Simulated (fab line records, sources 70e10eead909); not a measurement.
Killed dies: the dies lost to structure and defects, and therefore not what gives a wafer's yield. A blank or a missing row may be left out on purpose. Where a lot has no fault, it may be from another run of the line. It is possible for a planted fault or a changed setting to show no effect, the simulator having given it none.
fab line records    flow nand-harc
[record] lots = 13  wafers = 39  last-day = 34
route steps=1302 shown A_START@389 A_ZERO_WELL@404 A_ONON_D1@424 END@1302
lots untouched by any fault: they come from a run of this same line in which no faults occurred
start-h: the number of hours between the record's first day and the start of the first shown wafer of the lot    wait-h: hours from the lot's prior step to this one    " the same as in the row above    L1.1+2: a single row standing in for several wafers    - no value, or no start was given    * or withheld: withheld    < > ~ a bound
route shown NAME@n: names a module that has steps shown in the file, with the first one's number in the route    usual: the fault-free wafers' mean and standard deviation    same: alike in all rows    chamber/n: place in a boat    sites: per-site readings    _std_site: standard deviation across them    _edge_site: outer sites' mean less inner sites'    radius-mm: for every site, how far away it sits from the centre of the wafer    mask NAME#n: copy n    behind: tool/chamber where the wafer was last shaped    hold: what put the lot on hold/how long, in hours/how the hold closed    device: whichever transistor did not switch (one of n, p or np)    end of line: tests of these same wafers at the route's end    a step with no rows: only its recipe    killed: the dies lost at the first sort to structure and to defects; this is not the yield of the wafer    map: the dies of a wafer, with x for killed, . for not killed, _ for no die there
set.NAME: the setting as run; set.NAME@STEP: as run at that earlier step    model.NAME: the simulator's own value behind a step, which no gauge read
one table for each step of the route and one row for each wafer, over a sample of lots
services: the hour from which a tool's chamber was out of use, counted from the record's first day as start-h (under 0 if before that day), plus the number of hours and why
[[steps]]
[step NHARC_A_START_INSPECT_01]
[usual] raw-defect-count = 3.2/2
lot.wafer  tool               chamber  start-h  wait-h  raw-defect-count
L822.1     defect-inspect-01  -        149.60   -       4
L822.2     "                  -        "        "       3
L822.4     "                  -        "        "       5
L823.1     defect-inspect-02  -        161.09   -       6
L823.2     "                  -        "        "       2
L823.6     "                  -        "        "       4
L825.2     defect-inspect-01  -        180.63   -       5
L825.3     "                  -        "        "       2
L825.6     "                  -        "        "       3
L827.2     defect-inspect-02  -        200.67   -       3
L827.3     "                  -        "        "       1
L827.5     "                  -        "        "       0
L828.3     defect-inspect-01  -        214.07   -       5
L828.5     "                  -        "        "       8
L828.6     "                  -        "        "       1
L829.2     defect-inspect-01  -        214.84   -       5
L829.3     "                  -        "        "       3
L829.4     "                  -        "        "       3
L830.2     defect-inspect-01  -        233.49   -       1
L830.5     "                  -        "        "       5
L830.6     "                  -        "        "       3
L833.1     defect-inspect-02  -        267.76   -       1
L833.5     "                  -        "        "       2
L833.6     "                  -        "        "       4
L834.3     defect-inspect-02  -        271.85   -       1
L834.4     "                  -        "        "       1
L834.6     "                  -        "        "       9
L841.1     defect-inspect-02  -        332.13   -       2
L841.2     "                  -        "        "       3
L841.3     "                  -        "        "       6
L842.4     defect-inspect-01  -        345.35   -       3
L842.5     "                  -        "        "       3
L842.6     "                  -        "        "       5
L844.2     defect-inspect-02  -        375.67   -       6
L844.3     "                  -        "        "       1
L844.5     "                  -        "        "       1
L843.2     defect-inspect-02  -        376.33   -       1
L843.3     "                  -        "        "       1
L843.6     "                  -        "        "       7
[step NHARC_A_ZERO_WELL_ETCH_19]
[recipe] target-depth-a = 800  overetch-a = 240  time-s = 87.88  ion-energy-ev = 200  n2-flow-sccm = 150  h2-flow-sccm = 150  ar-flow-sccm = 0  rf-w = 400  bias-w = 150  chemistry = N2/H2
[usual] drypump-motor-current-A = 5.98/0.26  mfc-ar-sccm = 0.003/0.006  oes-product-au = 1.006/0.011  rf-vpp-V = 429.8/3  showerhead-plenum-p-Torr = 2.02/0.098  throttle-valve-pct = 14.171/0.0086
lot.wafer  tool         chamber  start-h  wait-h  drypump-motor-current-A  mfc-ar-sccm  oes-product-au  rf-hours-counter-h  rf-vpp-V  showerhead-plenum-p-Torr  throttle-valve-pct
L822.4     rie-diel-11  3        150.70   0.1     5.81                     0.013        1.029           18                  425.9     1.90                      14.169
L822.2     "            0        "        "       6.43                     0            1.020           20                  431.1     2.04                      14.158
L822.1     "            2        "        "       5.58                     0            1.020           19                  427.5     1.92                      14.179
L823.1     rie-diel-09  3        162.18   0.1     5.53                     0            1.008           0                   427.2     1.90                      14.179
L823.2     "            0        "        "       5.89                     0            1.010           0                   427.6     1.94                      14.171
L823.6     "            2        "        "       6.13                     0            0.990           -                   429.4     1.97                      14.175
L825.2     rie-diel-09  1        181.73   0.1     6.20                     0            1.005           0                   432.0     2.07                      14.170
L825.3     "            0        "        "       5.86                     0            1.018           0                   427.6     1.94                      14.177
L825.6     "            1        "        "       6.21                     0            1.012           -                   432.7     2.07                      14.168
L827.3     rie-diel-07  2        201.77   0.1     6.07                     0            0.995           13                  425.9     1.88                      14.170
L827.2     "            3        "        "       6.21                     0.021        0.995           13                  433.1     2.11                      14.164
L827.5     "            1        "        "       5.93                     0.008        0.986           -                   433.3     2.15                      14.176
L828.3     rie-diel-07  1        215.11   0.1     5.93                     0.008        0.997           9                   432.0     2.15                      14.165
L828.5     "            1        "        "       5.92                     0.008        0.994           -                   433.1     2.15                      14.155
L828.6     "            0        "        "       6.19                     0            0.994           -                   433.0     2.14                      14.181
L829.2     rie-diel-09  2        215.99   0.1     6.09                     0            0.996           2                   428.3     1.97                      14.163
L829.4     "            3        "        "       5.50                     0            1.008           2                   424.5     1.90                      14.168
L829.3     "            1        "        "       6.21                     0            1.000           2                   430.7     2.07                      14.177
L830.2     rie-diel-07  0        234.47   0.1     6.17                     0            0.992           19                  433.6     2.14                      14.172
L830.5     "            2        "        "       6.04                     0            1.013           -                   425.8     1.88                      14.155
L830.6     "            3        "        "       6.26                     0.021        0.999           -                   433.3     2.11                      14.164
L833.1     rie-diel-09  1        268.74   0.1     6.18                     0            1.008           2                   431.8     2.07                      14.176
L833.5     "            1        "        "       6.21                     0            1.007           -                   432.0     2.07                      14.152
L833.6     "            2        "        "       6.10                     0            1.009           -                   427.2     1.97                      14.178
L834.3     rie-diel-07  3        272.93   0.1     6.23                     0.021        1.015           24                  433.5     2.11                      14.185
L834.4     "            2        "        "       6.07                     0            1.016           24                  426.2     1.87                      14.168
L834.6     "            0        "        "       6.14                     0            1.003           -                   433.0     2.14                      14.178
L841.3     rie-diel-09  3        333.09   0.1     5.48                     0            1.012           0                   426.5     1.89                      14.162
L841.2     "            0        "        "       5.89                     0            1.016           0                   427.7     1.94                      14.165
L841.1     "            1        "        "       6.21                     0            1.014           0                   432.0     2.07                      14.163
L842.4     rie-diel-09  2        346.43   0.1     6.11                     0            1.001           0                   428.4     1.97                      14.174
L842.5     "            2        "        "       6.10                     0            1.005           -                   429.2     1.97                      14.169
L842.6     "            3        "        "       5.51                     0            1.013           -                   426.6     1.89                      14.185
L844.3     rie-diel-09  3        376.77   0.1     5.47                     0            1.012           2                   426.4     1.89                      14.174
L844.2     "            0        "        "       5.89                     0            1.027           1                   425.8     1.94                      14.149
L844.5     "            2        "        "       6.11                     0            1.016           -                   426.6     1.97                      14.175
L843.2     rie-diel-09  0        377.42   0.1     5.85                     0            1.022           1                   428.3     1.94                      14.173
L843.3     "            1        "        "       6.22                     0            1.006           1                   430.5     2.07                      14.167
L843.6     "            3        "        "       5.49                     0            1.016           -                   424.7     1.89                      14.184
[step NHARC_A_ZERO_WELL_INSPECT_17]
[usual] raw-defect-count = 10/4.8
lot.wafer  tool               chamber  start-h  wait-h  raw-defect-count
L822.1     defect-inspect-01  -        151.96   0.2     8
L822.2     "                  -        "        "       14
L822.4     "                  -        "        "       6
L823.1     defect-inspect-02  -        163.41   0.2     12
L823.2     "                  -        "        "       10
L823.6     "                  -        "        "       5
L825.2     defect-inspect-01  -        182.95   0.1     5
L825.3     "                  -        "        "       13
L825.6     "                  -        "        "       10
L827.2     defect-inspect-02  -        202.97   0.1     13
L827.3     "                  -        "        "       7
L827.5     "                  -        "        "       13
L828.3     defect-inspect-02  -        216.35   0.1     10
L828.5     "                  -        "        "       8
L828.6     "                  -        "        "       12
L829.2     defect-inspect-01  -        217.30   0.1     11
L829.3     "                  -        "        "       8
L829.4     "                  -        "        "       11
L830.2     defect-inspect-02  -        235.67   0.1     8
L830.5     "                  -        "        "       7
L830.6     "                  -        "        "       11
L833.1     defect-inspect-02  -        269.98   0.2     12
L833.5     "                  -        "        "       5
L833.6     "                  -        "        "       4
L834.3     defect-inspect-01  -        274.15   0.1     5
L834.4     "                  -        "        "       17
L834.6     "                  -        "        "       11
L841.1     defect-inspect-02  -        334.32   0.2     4
L841.2     "                  -        "        "       13
L841.3     "                  -        "        "       11
L842.4     defect-inspect-02  -        347.77   0.1     4
L842.5     "                  -        "        "       10
L842.6     "                  -        "        "       6
L844.2     defect-inspect-02  -        377.97   0.1     4
L844.3     "                  -        "        "       2
L844.5     "                  -        "        "       3
L843.2     defect-inspect-02  -        378.79   0.1     12
L843.3     "                  -        "        "       6
L843.6     "                  -        "        "       8
[step NHARC_A_ONON_D1_DEP_00]
[recipe] target-thk-a = 10000  n2-flow-sccm = 2750  n2o-flow-sccm = 2000  nh3-flow-sccm = 500  sih4-flow-sccm = 210  temp-c = 400
lot.wafer   tool           chamber  start-h  wait-h
L822.1+2+4  pecvd-onon-03  0        172.03   0.1
L823.1+2+6  pecvd-onon-02  0        183.84   0.1
L825.2+3+6  pecvd-onon-01  0        203.91   0.1
L827.2+3+5  pecvd-onon-03  0        227.02   0.1
L829.2+3+4  pecvd-onon-01  0        240.34   0.1
L828.3+5+6  pecvd-onon-02  0        240.40   0.2
L830.2+5+6  pecvd-onon-01  0        255.81   0.1
L833.1+5+6  pecvd-onon-01  0        290.13   0.1
L834.3+4+6  pecvd-onon-01  0        294.14   0.2
L841.1+2+3  pecvd-onon-01  0        355.89   0.1
L842.4+5+6  pecvd-onon-01  0        368.33   0.2
L843.2+3+6  pecvd-onon-03  0        398.05   0.1
L844.2+3+5  pecvd-onon-01  0        398.05   0.1
[step NHARC_A_ONON_D1_THK_MEAS_02]
[recipe] thk-meas-gauge = ellipsometry
[usual] thk-nm = 999/11
lot.wafer  tool           chamber  start-h  wait-h  thk-nm
L822.1     film-metro-02  -        172.54   -       999
L822.2     "              -        "        "       998
L822.4     "              -        "        "       999
L823.1     film-metro-01  -        184.35   -       1000
L823.2     "              -        "        "       998
L823.6     "              -        "        "       999
L825.2     film-metro-01  -        204.37   -       1004
L825.3     "              -        "        "       1005
L825.6     "              -        "        "       1004
L827.2     film-metro-01  -        227.48   -       999
L827.3     "              -        "        "       999
L827.5     "              -        "        "       999
L829.2     film-metro-01  -        240.79   -       1001
L829.3     "              -        "        "       1003
L829.4     "              -        "        "       1003
L828.3     film-metro-02  -        240.79   -       994
L828.5     "              -        "        "       995
L828.6     "              -        "        "       994
L830.2     film-metro-02  -        256.26   -       1027
L830.5     "              -        "        "       1025
L830.6     "              -        "        "       1024
L833.1     film-metro-02  -        290.65   -       1001
L833.5     "              -        "        "       1002
L833.6     "              -        "        "       639
L834.3     film-metro-01  -        294.53   -       627
L834.4     "              -        "        "       989
L834.6     "              -        "        "       628
L841.1     film-metro-02  -        356.40   -       997
L841.2     "              -        "        "       995
L841.3     "              -        "        "       995
L842.4     film-metro-02  -        368.66   -       989
L842.5     "              -        "        "       987
L842.6     "              -        "        "       988
L843.2     film-metro-01  -        398.50   -       988
L843.3     "              -        "        "       988
L843.6     "              -        "        "       989
L844.2     film-metro-02  -        398.50   -       999
L844.3     "              -        "        "       1001
L844.5     "              -        "        "       1000
[step NHARC_END_SORT_01]
[recipe] temp-c = 25
[usual] killed-at-array = 64/16  killed-at-other = 1.0/1.1  killed-at-periphery = 3.5/2.3  killed-dies = 69/17  killed-open = 3.2/1.6  killed-short = 2.4/1.6
[same] gross-dies = 677
lot.wafer  tool       chamber  start-h  wait-h  killed-at-array  killed-at-other  killed-at-periphery  killed-dies  killed-open  killed-short
L833.1     prober-01  0        699.19   2.5     44               2                1                    47           2            1
L833.5     prober-01  0        702.41   3.7     57               1                3                    61           7            2
L833.6     prober-01  0        703.21   4.0     672              1                4                    677          3            1
L834.3     prober-02  0        700.84   3.1     676              1                0                    677          1            1
L834.4     prober-02  0        701.63   3.4     88               0                2                    90           5            1
L834.6     prober-02  0        703.21   3.9     673              1                3                    677          2            3
// killed by level:class
L833.1 A_CHANNEL_HOLE_D2:chamber-film-flake=23 A_CHANNEL_HOLE_D1:chamber-film-flake=10 A_CONTACT:chamber-film-flake=6 A_SLIT:chamber-film-flake=2 THIN_TSV:chamber-film-flake=2 P_M0:geometric-particle:short=1 A_CHANNEL_HOLE_D2:geometric-particle:open=1 A_WL_FILL:geometric-particle:open=1
L834.3 A_ONON_D1:area-dep=597 A_CHANNEL_HOLE_D1:chamber-film-flake=37 A_SLIT:chamber-film-flake=31 A_CONTACT:chamber-film-flake=3 A_CHANNEL_FILL_D1:chamber-film-flake=2 A_WL_FILL:chamber-film-flake=2 A_ONON_D1:geometric-particle:short=1 A_CHANNEL_HOLE_D1:geometric-particle:open=1
L834.4 A_CHANNEL_HOLE_D1:chamber-film-flake=39 A_SLIT:chamber-film-flake=31 A_CHANNEL_HOLE_D2:chamber-film-flake=6 A_CHANNEL_FILL_D1:geometric-particle:open=3 A_CONTACT:chamber-film-flake=3 A_CHANNEL_FILL_D1:chamber-film-flake=2 P_CONTACT:geometric-particle:open=1 A_SLIT:geometric-particle:open=1
L833.5 A_CHANNEL_HOLE_D2:chamber-film-flake=29 A_CHANNEL_HOLE_D1:chamber-film-flake=7 A_CONTACT:chamber-film-flake=7 A_SLIT:chamber-film-flake=4 A_DECK1_JOINT:chamber-film-flake=3 A_ONON_D2:geometric-particle:open=2 P_CONTACT:geometric-particle:open=1 P_M1:geometric-particle:open=1
L834.6 A_ONON_D1:area-dep=605 A_CHANNEL_HOLE_D1:chamber-film-flake=24 A_SLIT:chamber-film-flake=24 A_WL_FILL:chamber-film-flake=5 A_CHANNEL_HOLE_D2:chamber-film-flake=4 A_DECK1_JOINT:geometric-particle:open=2 P_GATE:chamber-film-flake=2 A_STAIRCASE:chamber-film-flake=2
L833.6 A_ONON_D1:area-dep=621 A_CHANNEL_HOLE_D2:chamber-film-flake=22 A_CHANNEL_HOLE_D1:chamber-film-flake=13 A_SLIT:chamber-film-flake=4 A_STAIRCASE:chamber-film-flake=3 A_CONTACT:chamber-film-flake=3 A_ONON_D2:geometric-particle:open=2 P_ZERO_WELL:chamber-film-flake=2
[[services]]
tool           chamber  start-h  hours  kind
rie-diel-09    -        143.13   9.0    pm
rie-diel-07    1        155.18   8.4    repair
rie-diel-07    -        162.56   0.9    repair
rie-diel-09    3        168.87   7.5    repair
rie-diel-07    1        179.28   12.6   repair
pecvd-onon-02  -        185.33   13.0   pm
rie-diel-11    1        209.86   6.0    repair
rie-diel-07    2        213.35   5.8    repair
pecvd-onon-01  -        226.84   2.8    repair
pecvd-onon-03  -        227.32   13.0   pm
rie-diel-11    -        255.63   9.0    pm
rie-diel-09    2        262.99   5.5    repair
rie-diel-09    0        264.14   5.4    repair
pecvd-onon-01  -        269.00   13.0   pm
rie-diel-11    0        277.87   5.9    repair
rie-diel-11    2        291.88   8.2    repair
rie-diel-07    -        294.20   9.0    pm
rie-diel-09    3        303.11   1.3    repair
rie-diel-09    -        320.13   9.0    pm
rie-diel-07    0        339.75   4.4    repair
rie-diel-07    1        351.24   18.8   repair
rie-diel-07    0        352.07   4.7    repair
pecvd-onon-02  -        366.33   13.0   pm
rie-diel-07    0        367.15   3.6    repair
[[key]]
[first-sign] step = NHARC_A_ONON_D1_THK_MEAS_02  reading = thk-nm  direction = down  sigmas = 32  usual = 999  struck = 632
[effect] step = NHARC_END_SORT_01  reading = killed-at-array  direction = up  sigmas = 37  usual = 64  struck = 674
[more-kills-born-at] NHARC_A_ONON_D1_DEP_00@pecvd-onon-01 = 1823
met-at NHARC_A_ONON_D1_DEP_00
struck-lots L833,L834
struck-wafers L833.6,L834.3,L834.6
later-rows-left-out L833.6,L834.3,L834.6
tester-left-out L833,L834
not-acting-at NHARC_A_START_INSPECT_01,NHARC_A_ZERO_WELL_ETCH_19,NHARC_A_ZERO_WELL_INSPECT_17
onset-between 255.81 290.13
[fault] kind = process-parameter-drift  tool = pecvd-onon-01  chamber = -  onset-h = 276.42  steps = NHARC_A_ONON_D1_DEP_00  channel = target-thk-a  offset = *  shape = step  end-h = 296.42  scope = struck-wafers-only  acts-in = *  stated = *
// tester-left-out: of these lots the tester's yield and bins aren't shown, on N5 and GAA mostly nor the transistor test; their killed dies are dies lost to structure and defects alone, not to doping, threshold or leakage, so they don't give the yield
// later-rows-left-out: the simulator's readings of these wafers behind a module that went badly wrong aren't trusted and aren't shown, but for the sort
